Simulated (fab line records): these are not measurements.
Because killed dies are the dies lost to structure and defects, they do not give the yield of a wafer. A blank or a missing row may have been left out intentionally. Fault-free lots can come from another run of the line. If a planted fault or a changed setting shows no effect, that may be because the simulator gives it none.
Which tool was responsible?    flow nandHarc    15 lots with 45 wafers sampled at 4 steps, on a route of 1302 steps

## WHAT EACH GAUGE READ, for each wafer
No reading from a measuring or inspecting step in the record can be judged against a usual standard deviation.

## TOOL THAT RAN EACH LOT (tool first, then ch and the chambers of the sampled wafers, then the start)
lot   NHARC_A_SLIT_DESCUM_14             NHARC_A_SLIT_ETCH_15                          NHARC_A_SLIT_ETCH_26             NHARC_A_WL_FILL_ALD_00
L134  rieDiel-02 ch 1,3, day 20 16:47    rieDiel-02 ch 1,2, day 20 23:25 or earlier    harEtch-01 ch 0,1, day 20 23:25  aldHk-01 ch 0,2,3, day 21 07:35
L137  rieDiel-02 ch 1,2,3, day 20 23:03  rieDiel-02 ch 1,2,3, day 21 07:24 or earlier  harEtch-01 ch 0,1, day 21 07:24  aldHk-04 ch 1,2, day 21 15:40
L139  rieDiel-05 ch 1,2,3, day 21 08:12  rieDiel-05 ch 1,2,3, day 21 15:20 or earlier  harEtch-01 ch 0,1, day 21 15:20  aldHk-01 ch 1,2,3, day 22 00:40
L140  rieDiel-05 ch 0,1,3, day 22 05:23  rieDiel-05 ch 0,1,3, day 22 10:16 or earlier  harEtch-01 ch 0,1, day 22 10:16  aldHk-04 ch 1,2,3, day 22 18:25
L138  rieDiel-03 ch 1,2,3, day 22 05:31  rieDiel-03 ch 1,2,3, day 22 10:28 or earlier  harEtch-02 ch 0,1, day 22 10:28  aldHk-01 ch 0,2,3, day 22 18:26
L141  rieDiel-05 ch 0,2,3, day 23 12:49  rieDiel-05 ch 0,1,2, day 23 17:46 or earlier  harEtch-01 ch 1, day 23 17:46    aldHk-01 ch 0,3, day 24 01:55
L144  rieDiel-03 ch 0,1,3, day 24 04:19  rieDiel-03 ch 0,1,3, day 24 09:12 or earlier  harEtch-02 ch 0,1, day 24 09:12  aldHk-03 ch 0,1,2, day 24 17:21
L145  rieDiel-05 ch 1,2,3, day 24 15:29  rieDiel-05 ch 1,3, day 24 20:25 or earlier    harEtch-02 ch 0, day 24 20:25    aldHk-01 ch 0,1, day 25 05:02
L149  rieDiel-03 ch 1,2,3, day 26 05:35  rieDiel-03 ch 0,2,3, day 26 10:31 or earlier  harEtch-02 ch 0,1, day 26 10:31  aldHk-03 ch 1,2,3, day 26 18:39
L153  rieDiel-02 ch 0,3, day 27 17:01    rieDiel-02 ch 0,1,2, day 27 21:56 or earlier  harEtch-02 ch 0,1, day 27 21:56  -
L154  rieDiel-03 ch 0,1, day 27 22:07    rieDiel-03 ch 0,1, day 28 03:01 or earlier    harEtch-02 ch 0, day 28 03:01    -
L152  rieDiel-03 ch 0,1,2, day 28 01:26  rieDiel-03 ch 1,2,3, day 28 06:49 or earlier  harEtch-02 ch 0,1, day 28 06:49  -
L155  rieDiel-05 ch 0,1,2, day 28 20:20  rieDiel-05 ch 0,2,3, day 29 01:19 or earlier  harEtch-01 ch 0,1, day 29 01:19  aldHk-04 ch 0,1,2, day 29 09:34
L157  rieDiel-02 ch 0,2,3, day 29 12:07  rieDiel-02 ch 0,1,3, day 29 16:56 or earlier  harEtch-02 ch 0,1, day 29 16:56  aldHk-04 ch 0,1,3, day 30 01:08
L156  rieDiel-03 ch 0,3, day 29 12:23    rieDiel-03 ch 0,3, day 29 12:39               harEtch-01 ch 0,1, day 29 18:00  aldHk-04 ch 1,2,3, day 30 01:21
- NHARC_A_SLIT_DESCUM_14: chemistry O2, time 3 s.
- NHARC_A_SLIT_ETCH_15: etches the open film in O2/COS, target depth 6200 nm, time 1612 s.
- NHARC_A_SLIT_ETCH_26: etches the open film in C4F8/O2/Ar, time 90 s, target depth 400 nm.
- NHARC_A_WL_FILL_ALD_00: deposits Al2O3, target thk 3 nm, pulse time 3 s, ald cycles 30.

## AS READ BY THE TOOLS THEMSELVES (means over the sampled wafers that have a number; for cases with no such wafer, the mark the record gives instead)
NHARC_A_SLIT_DESCUM_14. Usual: drypumpMotorCurrentA 5.9 A, standard deviation 0.61; oesProductAu 1.000 a.u., standard deviation 0.0094; rfVppV 57.7 V, standard deviation 0.83; showerheadPlenumPTorr 1.92 Torr, standard deviation 0.056; throttleValvePct 11.310 %, standard deviation 0.0089.
lot   tool        drypumpMotorCurrentA (A)  oesProductAu (a.u.)  rfVppV (V)  showerheadPlenumPTorr (Torr)  throttleValvePct (%)  flag
L134  rieDiel-02  5.8                       0.986                57.6        1.95                          11.311                
L137  rieDiel-02  6.0                       1.000                58.0        1.94                          11.310                
L139  rieDiel-05  6.0                       1.011                57.5        1.92                          11.308                
L140  rieDiel-05  5.4                       0.995                57.8        1.92                          11.314                
L138  rieDiel-03  5.9                       1.004                57.0        1.87                          11.315                
L141  rieDiel-05  5.9                       0.998                57.7        1.94                          11.310                
L144  rieDiel-03  6.4                       0.995                57.1        1.88                          11.310                
L145  rieDiel-05  6.0                       1.005                58.1        1.92                          11.310                
L149  rieDiel-03  5.9                       1.004                57.9        1.87                          11.310                
L153  rieDiel-02  5.7                       1.000                57.9        1.95                          11.305                
L154  rieDiel-03  6.3                       1.001                57.3        1.86                          11.320                
L152  rieDiel-03  6.0                       1.001                58.7        1.88                          11.315                
L155  rieDiel-05  5.5                       0.995                57.9        1.97                          11.315                
L157  rieDiel-02  5.9                       1.000                57.5        1.93                          11.307                
L156  rieDiel-03  6.7                       0.998                57.3        1.91                          11.308                

NHARC_A_SLIT_ETCH_15. Usual: biasW 300.1 W, standard deviation 0.86; chamberPressureMTorr 20.000 mTorr, standard deviation 0.02; drypumpMotorCurrentA 5.9 A, standard deviation 0.62; oesProductAu 1.001 a.u., standard deviation 0.01; rfVppV 314.3 V, standard deviation 1.3; showerheadPlenumPTorr 3.14 Torr, standard deviation 0.085; throttleValvePct 28.330 %, standard deviation 0.009.
lot   tool        biasW (W)  chamberPressureMTorr (mTorr)  drypumpMotorCurrentA (A)  oesProductAu (a.u.)  rfVppV (V)  showerheadPlenumPTorr (Torr)  throttleValvePct (%)  flag
L134  rieDiel-02  299.1      19.995                        6.0                       1.003                314.4       3.16                          28.324                
L137  rieDiel-02  299.3      20.000                        6.1                       0.989                314.5       3.16                          28.328                
L139  rieDiel-05  301.0      20.010                        5.9                       1.005                314.5       3.13                          28.325                
L140  rieDiel-05  299.6      19.983                        5.5                       1.005                314.7       3.14                          28.340                
L138  rieDiel-03  300.1      19.995                        5.9                       1.009                313.3       3.05                          28.330                
L141  rieDiel-05  299.8      20.009                        5.5                       1.003                315.5       3.22                          28.329                
L144  rieDiel-03  300.4      20.005                        6.4                       0.993                313.5       3.07                          28.327                
L145  rieDiel-05  300.4      20.008                        5.5                       1.007                314.0       3.11                          28.338                
L149  rieDiel-03  299.6      19.986                        6.1                       1.005                313.9       3.11                          28.335                
L153  rieDiel-02  300.7      19.993                        5.9                       1.002                315.0       3.15                          28.329                
L154  rieDiel-03  300.1      20.020                        6.3                       0.997                313.3       3.03                          28.327                
L152  rieDiel-03  299.8      20.012                        5.9                       1.002                313.2       3.05                          28.330                
L155  rieDiel-05  300.6      19.996                        5.9                       1.002                315.1       3.16                          28.324                
L157  rieDiel-02  300.7      20.007                        5.7                       1.005                315.0       3.17                          28.319                
L156  rieDiel-03  299.8      20.000                        6.7                       1.000                314.2       3.12                          28.318                

NHARC_A_SLIT_ETCH_26. Usual: biasV 400 V, standard deviation 4.3; c4f8FlowSccm 41.69 sccm, standard deviation 0.12; drypumpMotorCurrentA 5.8 A, standard deviation 0.34; showerheadPlenumPTorr 3.72 Torr, standard deviation 0.11; throttleValvePct 27.619 %, standard deviation 0.0097.
lot   tool        biasV (V)  c4f8FlowSccm (sccm)  drypumpMotorCurrentA (A)  showerheadPlenumPTorr (Torr)  throttleValvePct (%)  flag
L134  harEtch-01  396        41.78                6.1                       3.67                          27.619                
L137  harEtch-01  405        41.63                6.1                       3.67                          27.623                
L139  harEtch-01  400        41.71                5.9                       3.67                          27.611                
L140  harEtch-01  393        41.59                5.9                       3.66                          27.630                
L138  harEtch-02  403        41.68                5.5                       3.79                          27.620                
L141  harEtch-01  396        41.58                6.4                       3.65                          27.617                
L144  harEtch-02  399        41.74                5.6                       3.85                          27.620                
L145  harEtch-02  400        41.87                5.7                       3.92                          27.617                
L149  harEtch-02  399        41.75                5.6                       3.83                          27.605                
L153  harEtch-02  -          -                    -                         -                             -                     OFF
L154  harEtch-02  -          -                    -                         -                             -                     OFF
L152  harEtch-02  -          -                    -                         -                             -                     OFF
L155  harEtch-01  403        41.71                5.9                       3.61                          27.622                
L157  harEtch-02  400        41.77                5.5                       3.73                          27.629                
L156  harEtch-01  402        41.65                5.9                       3.61                          27.621                

NHARC_A_WL_FILL_ALD_00. Usual: heaterPowerW 490 W, standard deviation 62; precursorPulseHeightRel 0.999, standard deviation 0.02.
lot   tool      heaterPowerW (W)  precursorPulseHeightRel  flag
L134  aldHk-01  463               0.992                    
L137  aldHk-04  536               1.008                    
L139  aldHk-01  444               0.997                    
L140  aldHk-04  530               0.985                    
L138  aldHk-01  454               1.010                    
L141  aldHk-01  456               0.998                    
L144  aldHk-03  501               1.017                    
L145  aldHk-01  425               0.979                    
L149  aldHk-03  507               1.007                    
L155  aldHk-04  512               0.990                    
L157  aldHk-04  500               0.985                    
L156  aldHk-04  502               1.014                    

## THE ANSWER, worked out from the rows above alone
Rule: lot off if the mean of its wafers having a number is beyond 3 standard deviations from the usual mean. A lot without any number at a reading at which 4 lots or more have one is off too. Any other lot the step has rows for is counted as sound. After the gauges, taken in route order, come the tools' own readings; for these a lot's mean is taken, as printed above. At the first step where some lot is off, the reading lying furthest off is the one used; lots without a number count as furthest.
Off, at NHARC_A_SLIT_ETCH_26 on biasV: L153, L154, L152. Without a number there: L153, L154, L152.
A tool fits if, at that step or a process step before it, it ran every lot that is off, and no sound lot after the first of them. With no start given for some of its lots, NHARC_A_SLIT_ETCH_15 uses the hours and lot order of NHARC_A_SLIT_ETCH_26. None of those tried fits.

## WHAT THE SIMULATOR HAD INSERTED
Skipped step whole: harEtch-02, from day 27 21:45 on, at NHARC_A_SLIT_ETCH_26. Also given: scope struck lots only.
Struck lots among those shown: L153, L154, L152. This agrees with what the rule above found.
